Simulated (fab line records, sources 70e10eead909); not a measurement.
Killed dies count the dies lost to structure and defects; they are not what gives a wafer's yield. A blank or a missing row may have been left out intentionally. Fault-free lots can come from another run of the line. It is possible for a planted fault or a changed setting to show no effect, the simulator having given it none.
fab line records -- flow nandHarc
record lots=11, wafers=33, lastDay=24
route steps=1159 shown P_GATE@150 END@1159
lots that met no fault: taken from a fault-free run of the same line
startH: start of the lot's first displayed wafer, in hours after the record's first day -- waitH: hours since the lot's step before -- " same as the row above -- L1.1+2: one row covering several wafers at once -- - no value, or no start given -- * or withheld: withheld -- < > ~ a bound
route shown NAME@n: names a module that has steps shown in the file, with the first one's number in the route -- usual: mean and standard deviation over wafers with no fault -- same: alike in all rows -- chamber/n: place in a boat -- sites: the reading at each site -- _std_site: the standard deviation of these -- _edge_site: inner sites' mean taken away from outer sites' mean -- radiusMm: for every site, how far away it sits from the centre of the wafer -- mask NAME#n: copy n -- behind: the tool/chamber that last shaped the wafer -- hold: why the lot went on hold/how many hours it stayed there/how the hold came to an end -- device: transistor that didn't switch, given as n, p or np -- end of line: the tests these same wafers got at the end of their route -- a step with no rows: only its recipe -- killed: count of dies lost to structure and defects at first sort (not the wafer's yield) -- map: per-die view of a wafer (x killed, . not killed, _ where there is no die)
set.NAME: the run value of the setting; set.NAME@STEP: its run value at that earlier step -- model.NAME: the simulator's own value behind a step, which no gauge read
one table for each step of the route and one row for each wafer, over a sample of lots
services: when a tool's chamber went out of use (startH, in hours from the record's first day, below 0 if earlier), for how many hours, and the reason
## steps
# step NHARC_P_GATE_STRIP_108
# recipe o2FlowSccm=500, arFlowSccm=0, biasW=0, chemistry=O2
# usual drypumpMotorCurrentA=5.9/0.35, oesProductAu=1.000/0.0088, rfVppV=57.9/0.93, showerheadPlenumPTorr=3.54/0.13, throttleValvePct=17.038/0.0098
lot.wafer,tool,chamber,startH,waitH,drypumpMotorCurrentA,oesProductAu,rfHoursCounterH,rfVppV,showerheadPlenumPTorr,throttleValvePct
L996.1,rieDiel-07,1,98.63,-,5.9,0.993,8,59.2,3.72,17.046
L996.5,rieDiel-07,2,98.63,-,6.2,0.995,-,57.1,3.66,17.040
L996.6,rieDiel-07,3,98.63,-,6.2,1.000,-,55.9,3.39,17.036
L998.4,rieDiel-06,1,103.53,-,6.0,1.007,8,57.9,3.31,17.046
L998.2,rieDiel-06,3,103.53,-,6.0,0.990,9,57.4,3.72,17.037
L998.1,rieDiel-06,0,103.53,-,6.4,0.998,9,57.4,3.51,17.034
L997.3,rieDiel-06,0,104.09,-,6.5,0.989,9,57.6,3.51,17.021
L997.6,rieDiel-06,2,104.09,-,5.5,1.010,-,58.5,3.63,17.035
L997.5,rieDiel-06,3,104.09,-,6.0,0.992,-,57.6,3.72,17.028
L999.4,rieDiel-06,2,110.19,-,5.5,1.012,9,58.5,3.63,17.022
L999.6,rieDiel-06,1,110.19,-,6.0,0.990,-,58.0,3.31,17.038
L999.5,rieDiel-06,2,110.19,-,5.5,1.006,-,59.2,3.63,17.051
L103.5,rieDiel-02,0,141.46,-,6.0,0.991,-,56.5,3.41,17.033
L103.4,rieDiel-02,1,141.46,-,5.4,0.997,-,58.5,3.45,17.034
L103.6,rieDiel-02,2,141.46,-,5.2,0.996,-,58.5,3.51,17.051
L106.2,rieDiel-02,0,149.31,-,6.1,0.987,62,56.4,3.40,17.038
L106.6,rieDiel-02,0,149.31,-,6.1,0.992,-,57.5,3.40,17.037
L106.4,rieDiel-02,2,149.31,-,5.2,0.997,-,55.9,3.50,17.041
L109.3,rieDiel-07,1,166.31,-,5.9,0.992,21,56.1,3.71,17.052
L109.1,rieDiel-07,3,166.31,-,6.2,0.998,20,58.2,3.38,17.031
L109.6,rieDiel-07,0,166.31,-,5.6,1.006,-,57.4,3.63,17.035
L108.1,rieDiel-02,2,166.51,-,5.2,1.001,3,57.4,3.50,17.046
L108.5,rieDiel-02,1,166.51,-,5.4,0.988,-,57.5,3.45,17.040
L108.6,rieDiel-02,2,166.51,-,5.2,0.990,-,58.5,3.50,17.047
L116.3,rieDiel-07,0,214.62,-,5.6,1.010,31,56.9,3.62,17.031
L116.4,rieDiel-07,2,214.62,-,6.2,1.000,30,57.8,3.65,17.038
L116.6,rieDiel-07,1,214.62,-,5.9,0.997,-,59.0,3.71,17.030
L117.2,rieDiel-06,2,221.11,-,5.5,0.995,56,58.4,3.60,17.041
L117.1,rieDiel-06,3,221.11,-,6.0,1.010,51,59.3,3.70,17.054
L117.6,rieDiel-06,0,221.11,-,6.5,0.989,-,59.2,3.49,17.048
L118.4,rieDiel-02,2,228.23,-,5.2,0.987,25,58.0,3.49,17.039
L118.1,rieDiel-02,3,228.23,-,6.3,1.000,26,58.3,3.57,17.033
L118.2,rieDiel-02,0,228.23,-,6.1,0.988,28,56.6,3.39,17.031
# step NHARC_P_GATE_ETCHBACK_37
# recipe targetDepthA=345, timeS=17.2, chf3FlowSccm=50, o2FlowSccm=10, arFlowSccm=200, rfW=500, biasW=200, chemistry=CHF3/O2
# usual drypumpMotorCurrentA=6.0/0.34, oesProductAu=0.95/0.037, rfVppV=370.8/2.3, showerheadPlenumPTorr=2.41/0.094, throttleValvePct=20.571/0.0091
# same timeS=17.2
lot.wafer,tool,chamber,startH,waitH,drypumpMotorCurrentA,oesProductAu,rfHoursCounterH,rfVppV,showerheadPlenumPTorr,throttleValvePct
L996.1,rieDiel-06,0,-,-,6.5,1.00,10,370.6,2.39,20.580
L996.6,rieDiel-06,3,-,-,6.0,1.00,-,374.2,2.54,20.561
L996.5,rieDiel-06,0,-,-,6.5,1.00,-,370.4,2.39,20.558
L998.2,rieDiel-07,2,-,-,6.2,0.98,10,372.3,2.49,20.587
L998.4,rieDiel-07,3,-,-,6.2,1.00,10,367.6,2.30,20.567
L998.1,rieDiel-07,0,-,-,5.6,1.01,10,372.4,2.47,20.571
L997.3,rieDiel-02,3,-,-,6.3,0.92,44,370.1,2.44,20.585
L997.5,rieDiel-02,0,-,-,6.1,0.92,-,369.4,2.32,20.554
L997.6,rieDiel-02,1,-,-,5.4,0.92,-,370.3,2.35,20.556
L999.4,rieDiel-07,1,-,-,5.9,0.92,12,375.2,2.53,20.577
L999.5,rieDiel-07,1,-,-,5.9,0.93,-,373.6,2.53,20.572
L999.6,rieDiel-07,2,-,-,6.2,0.93,-,373.8,2.49,20.574
L103.4,rieDiel-07,1,-,-,5.9,0.92,18,373.1,2.53,20.578
L103.5,rieDiel-07,0,-,-,5.6,0.94,-,371.5,2.47,20.563
L103.6,rieDiel-07,1,-,-,5.9,0.92,-,372.7,2.53,20.581
L106.2,rieDiel-06,2,-,-,5.4,0.93,35,371.9,2.46,20.561
L106.4,rieDiel-06,1,-,-,6.0,0.99,29,365.5,2.24,20.575
L106.6,rieDiel-06,3,-,-,6.0,0.92,-,373.6,2.53,20.566
L109.1,rieDiel-06,1,-,-,6.0,1.02,33,368.0,2.24,20.570
L109.3,rieDiel-06,2,-,-,5.5,1.02,39,370.9,2.46,20.578
L109.6,rieDiel-06,1,-,-,6.0,1.01,-,368.0,2.24,20.570
L108.1,rieDiel-07,3,-,-,6.2,1.02,22,368.8,2.30,20.583
L108.6,rieDiel-07,1,-,-,5.9,1.01,-,373.0,2.53,20.560
L108.5,rieDiel-07,2,-,-,6.2,0.99,-,371.5,2.49,20.566
L116.3,rieDiel-07,3,-,-,6.2,0.93,34,367.3,2.29,20.561
L116.4,rieDiel-07,0,-,-,5.6,0.92,-,373.8,2.47,20.567
L116.6,rieDiel-07,2,-,-,6.2,0.93,-,372.1,2.49,20.579
L117.1,rieDiel-02,2,-,-,5.2,0.92,26,370.4,2.38,20.582
L117.2,rieDiel-02,1,-,-,5.4,0.92,28,367.9,2.34,20.576
L117.6,rieDiel-02,3,-,-,6.4,0.92,-,372.1,2.43,20.561
L118.1,rieDiel-07,0,-,-,5.6,1.00,0,371.3,2.47,20.550
L118.4,rieDiel-07,1,-,-,5.9,1.01,0,372.0,2.53,20.576
L118.2,rieDiel-07,2,-,-,6.2,1.00,0,374.3,2.49,20.576
# step NHARC_P_GATE_STRIP_101
# recipe timeS=20, o2FlowSccm=500, arFlowSccm=0, biasW=0, chemistry=O2
# usual drypumpMotorCurrentA=6.0/0.34, oesProductAu=0.998/0.0098, rfVppV=57.7/0.85, showerheadPlenumPTorr=3.54/0.14, throttleValvePct=17.036/0.0092
# same timeS=20
lot.wafer,tool,chamber,startH,waitH,drypumpMotorCurrentA,oesProductAu,rfHoursCounterH,rfVppV,showerheadPlenumPTorr,throttleValvePct
L996.1,rieDiel-06,1,111.00,0.1,6.0,1.004,8,56.2,3.31,17.058
L996.6,rieDiel-06,1,111.00,0.1,6.0,0.990,-,55.8,3.31,17.041
L996.5,rieDiel-06,2,111.00,0.1,5.5,1.002,-,58.3,3.63,17.041
L998.1,rieDiel-07,1,113.86,0.1,5.9,0.999,10,58.1,3.72,17.034
L998.2,rieDiel-07,2,113.86,0.1,6.2,1.007,10,58.8,3.66,17.043
L998.4,rieDiel-07,3,113.86,0.1,6.2,1.005,10,58.3,3.39,17.034
L997.3,rieDiel-02,1,114.36,0.1,5.4,0.988,44,58.3,3.46,17.042
L997.6,rieDiel-02,3,114.36,0.1,6.4,0.990,-,57.3,3.59,17.013
L997.5,rieDiel-02,0,114.36,0.1,6.1,0.983,-,58.3,3.41,17.040
L999.4,rieDiel-07,0,120.53,0.1,5.6,1.000,11,57.9,3.63,17.026
L999.5,rieDiel-07,2,120.53,0.1,6.2,0.991,-,57.0,3.66,17.049
L999.6,rieDiel-07,3,120.53,0.1,6.2,0.999,-,56.7,3.39,17.023
L103.4,rieDiel-07,1,151.65,0.1,5.9,0.990,18,57.6,3.71,17.030
L103.5,rieDiel-07,0,151.65,0.1,5.7,1.005,-,57.0,3.63,17.033
L103.6,rieDiel-07,1,151.65,0.1,5.9,0.989,-,58.3,3.71,17.032
L106.2,rieDiel-06,3,160.99,0.1,6.0,0.992,33,58.8,3.71,17.043
L106.4,rieDiel-06,1,160.99,0.1,6.0,0.991,29,57.0,3.30,17.038
L106.6,rieDiel-06,3,160.99,0.1,6.0,0.985,-,58.2,3.71,17.038
L109.1,rieDiel-06,1,176.53,0.1,6.0,1.002,33,57.7,3.29,17.037
L109.3,rieDiel-06,2,176.53,0.1,5.5,1.010,39,58.3,3.61,17.014
L109.6,rieDiel-06,0,176.53,0.1,6.5,0.985,-,58.7,3.50,17.031
L108.1,rieDiel-07,2,176.69,0.1,6.2,0.997,21,59.4,3.65,17.035
L108.5,rieDiel-07,3,176.69,0.1,6.2,1.007,-,57.7,3.38,17.046
L108.6,rieDiel-07,0,176.69,0.1,5.6,1.014,-,57.4,3.63,17.032
L116.3,rieDiel-07,2,224.96,0.1,6.2,0.996,32,60.4,3.65,17.030
L116.6,rieDiel-07,2,224.96,0.1,6.2,1.003,-,57.2,3.65,17.045
L116.4,rieDiel-07,3,224.96,0.1,6.2,0.994,-,56.7,3.37,17.038
L117.2,rieDiel-02,2,231.38,0.1,5.2,0.994,26,56.7,3.49,17.038
L117.1,rieDiel-02,3,231.38,0.1,6.4,0.994,27,59.3,3.57,17.027
L117.6,rieDiel-02,1,231.38,0.1,5.4,0.992,-,58.7,3.43,17.038
L118.1,rieDiel-07,3,240.74,0.1,6.2,1.020,0,59.0,3.37,17.043
L118.4,rieDiel-07,0,240.74,0.1,5.6,1.000,0,58.4,3.62,17.032
L118.2,rieDiel-07,1,240.74,0.1,5.9,1.016,0,58.9,3.71,17.042
# step NHARC_P_GATE_EXPOSE_88
# recipe na=0.6, targetCdNm=2000, doseMj=11.87, maskId=P_HVN
# usual exposureDoseMJCm2=11.868/0.012
# same na=0.6
lot.wafer,tool,chamber,startH,waitH,mask,exposureDoseMJCm2
L996.1,krfScanner-02,0,115.29,-,P_HVN#0,11.879
L996.5,krfScanner-02,0,115.29,-,P_HVN#0,11.866
L996.6,krfScanner-02,0,115.29,-,P_HVN#0,11.888
L998.1,krfScanner-02,0,118.05,-,P_HVN#0,11.857
L998.2,krfScanner-02,0,118.05,-,P_HVN#0,11.851
L998.4,krfScanner-02,0,118.05,-,P_HVN#0,11.854
L997.3,krfScanner-04,0,118.72,-,P_HVN#0,11.851
L997.5,krfScanner-04,0,118.72,-,P_HVN#0,11.865
L997.6,krfScanner-04,0,118.72,-,P_HVN#0,11.877
L999.4,krfScanner-01,0,124.86,-,P_HVN#0,11.865
L999.5,krfScanner-01,0,124.86,-,P_HVN#0,11.869
L999.6,krfScanner-01,0,124.86,-,P_HVN#0,11.871
L103.4,krfScanner-02,0,156.09,-,P_HVN#0,11.877
L103.5,krfScanner-02,0,156.09,-,P_HVN#0,11.850
L103.6,krfScanner-02,0,156.09,-,P_HVN#0,11.859
L106.2,krfScanner-02,0,165.22,-,P_HVN#0,11.858
L106.4,krfScanner-02,0,165.22,-,P_HVN#0,11.862
L106.6,krfScanner-02,0,165.22,-,P_HVN#0,11.866
L109.1,krfScanner-04,0,180.77,-,P_HVN_R1#0,11.878
L109.3,krfScanner-04,0,180.77,-,P_HVN_R1#0,11.881
L109.6,krfScanner-04,0,180.77,-,P_HVN_R1#0,11.884
L108.1,krfScanner-01,0,180.94,-,P_HVN#0,11.874
L108.5,krfScanner-01,0,180.94,-,P_HVN#0,11.876
L108.6,krfScanner-01,0,180.94,-,P_HVN#0,11.874
L116.3,krfScanner-02,0,232.38,-,P_HVN#0,11.887
L116.4,krfScanner-02,0,232.38,-,P_HVN#0,11.883
L116.6,krfScanner-02,0,232.38,-,P_HVN#0,11.877
L117.1,krfScanner-02,0,235.59,-,P_HVN#0,11.871
L117.2,krfScanner-02,0,235.59,-,P_HVN#0,11.879
L117.6,krfScanner-02,0,235.59,-,P_HVN#0,11.860
L118.1,krfScanner-04,0,244.86,-,P_HVN#0,11.887
L118.2,krfScanner-04,0,244.86,-,P_HVN#0,11.887
L118.4,krfScanner-04,0,244.86,-,P_HVN#0,11.878
# step NHARC_P_GATE_CD_MEAS_91
# recipe targetCdNm=2000, landingEnergyEv=500
# usual cdNm=1999.9/1.9
# same landingEnergyEv=500
lot.wafer,tool,chamber,startH,waitH,cdNm
L996.1,cdSem-03,0,115.45,-,1998.6
L996.5,cdSem-03,0,115.45,-,1998.5
L996.6,cdSem-03,0,115.45,-,2001.9
L998.1,cdSem-03,0,118.20,-,2000.8
L998.2,cdSem-03,0,118.20,-,2001.1
L998.4,cdSem-03,0,118.20,-,2000.1
L997.3,cdSem-01,0,118.87,-,2003.6
L997.5,cdSem-01,0,118.87,-,2003.1
L997.6,cdSem-01,0,118.87,-,2002.9
L999.4,cdSem-02,0,125.01,-,1998.5
L999.5,cdSem-02,0,125.01,-,1998.6
L999.6,cdSem-02,0,125.01,-,2000.5
L103.4,cdSem-03,0,156.25,-,2002.5
L103.5,cdSem-03,0,156.25,-,2002.5
L103.6,cdSem-03,0,156.25,-,1998.7
L106.2,cdSem-03,0,165.38,-,2004.8
L106.4,cdSem-03,0,165.38,-,2000.6
L106.6,cdSem-03,0,165.38,-,2004.0
L109.1,cdSem-03,0,180.93,-,2259.7
L109.3,cdSem-03,0,180.93,-,2258.9
L109.6,cdSem-03,0,180.93,-,2257.0
L108.1,cdSem-02,0,181.10,-,2002.9
L108.5,cdSem-02,0,181.10,-,2001.0
L108.6,cdSem-02,0,181.10,-,2000.5
L116.3,cdSem-01,0,232.53,-,1998.9
L116.4,cdSem-01,0,232.53,-,1996.7
L116.6,cdSem-01,0,232.53,-,1996.6
L117.1,cdSem-01,0,235.75,-,1997.5
L117.2,cdSem-01,0,235.75,-,1999.6
L117.6,cdSem-01,0,235.75,-,1998.8
L118.1,cdSem-01,0,245.02,-,1997.2
L118.2,cdSem-01,0,245.02,-,1998.4
L118.4,cdSem-01,0,245.02,-,1998.8
# step NHARC_END_SORT_01
# recipe tempC=25
# usual killedAtArray=28/10, killedAtOther=0.5/0.82, killedAtPeriphery=3.4/2.2, killedDies=31/10, killedOpen=3.4/1.9, killedShort=1.9/1.3
# same grossDies=677
lot.wafer,tool,chamber,startH,waitH,killedAtArray,killedAtOther,killedAtPeriphery,killedDies,killedOpen,killedShort
L109.1,prober-01,0,553.40,2.5,35,3,51,89,3,1
L109.3,prober-01,0,555.03,3.1,41,1,43,85,6,0
L109.6,prober-01,0,557.47,4.1,39,3,49,91,1,2
# killed by level:class
L109.1 P_GATE:areaExpose=50 A_CHANNEL_HOLE_D1:chamberFilmFlake=16 A_SLIT:chamberFilmFlake=7 A_STAIRCASE:chamberFilmFlake=6 THIN_TSV:chamberFilmFlake=3 A_SOURCE_PLATE:geometricParticle:open=2 A_WL_FILL:geometricParticle:short=1 A_M0:geometricParticle:open=1
L109.3 P_GATE:areaExpose=41 A_CHANNEL_HOLE_D1:chamberFilmFlake=19 A_SLIT:chamberFilmFlake=9 A_CONTACT:chamberFilmFlake=4 A_STAIRCASE:chamberFilmFlake=3 A_CONTACT:geometricParticle:open=2 A_CHANNEL_HOLE_D1:geometricParticle:open=1 A_SGD_CUT:geometricParticle:open=1
L109.6 P_GATE:areaExpose=48 A_SLIT:chamberFilmFlake=15 A_CHANNEL_HOLE_D1:chamberFilmFlake=10 A_STAIRCASE:chamberFilmFlake=7 A_CONTACT:chamberFilmFlake=4 THIN_TSV:chamberFilmFlake=3 A_ONON_D1:geometricParticle:open=1 A_SGD_CUT:geometricParticle:short=1
## services
tool,chamber,startH,hours,kind
krfScanner-01,-,84.00,4.0,pm
rieDiel-07,0,84.71,-,clean
rieDiel-07,1,84.71,-,clean
rieDiel-07,2,84.71,-,clean
rieDiel-07,3,84.71,-,clean
rieDiel-07,0,109.21,-,clean
rieDiel-07,1,109.21,-,clean
rieDiel-07,2,109.21,-,clean
rieDiel-07,3,109.21,-,clean
krfScanner-02,-,110.35,0.3,repair
krfScanner-04,-,126.00,4.0,pm
rieDiel-07,0,133.71,-,clean
rieDiel-07,1,133.71,-,clean
rieDiel-07,2,133.71,-,clean
rieDiel-07,3,133.71,-,clean
rieDiel-06,1,134.09,5.1,repair
rieDiel-02,3,135.05,20.5,repair
rieDiel-07,2,137.40,8.3,repair
rieDiel-02,-,150.90,9.0,pm
krfScanner-02,-,210.00,4.0,pm
rieDiel-07,1,223.61,3.3,repair
rieDiel-07,-,228.20,9.0,pm
rieDiel-06,-,241.43,9.0,pm
krfScanner-02,-,244.45,0.2,repair
## key
firstSign step=NHARC_P_GATE_EXPOSE_88, reading=mask, direction=changed
effect step=NHARC_P_GATE_CD_MEAS_91, reading=cdNm, direction=up, sigmas=99+, usual=1999.9, struck=2258.5
effect step=NHARC_END_SORT_01, reading=killedAtPeriphery, direction=up, sigmas=20, usual=3.4, struck=47.7
moreKillsBornAt NHARC_P_GATE_EXPOSE_88@krfScanner-04=139
metAt NHARC_P_GATE_EXPOSE_88
struckLots L109
testerLeftOut L109
notActingAt NHARC_P_GATE_STRIP_108,NHARC_P_GATE_ETCHBACK_37,NHARC_P_GATE_STRIP_101
onsetBetween 118.72 180.77
fault kind=wrongMask, tool=any, chamber=-, onsetH=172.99, steps=NHARC_P_GATE_EXPOSE_88, auxCopy=P_HVN_R1#0, cdOffsetNm=257.12, scope=struckLotsOnly
# testerLeftOut: of these lots the tester's yield and bins aren't shown, on N5 and GAA mostly nor the transistor test; their killed dies are dies lost to structure and defects alone, not to doping, threshold or leakage, so they don't give the yield
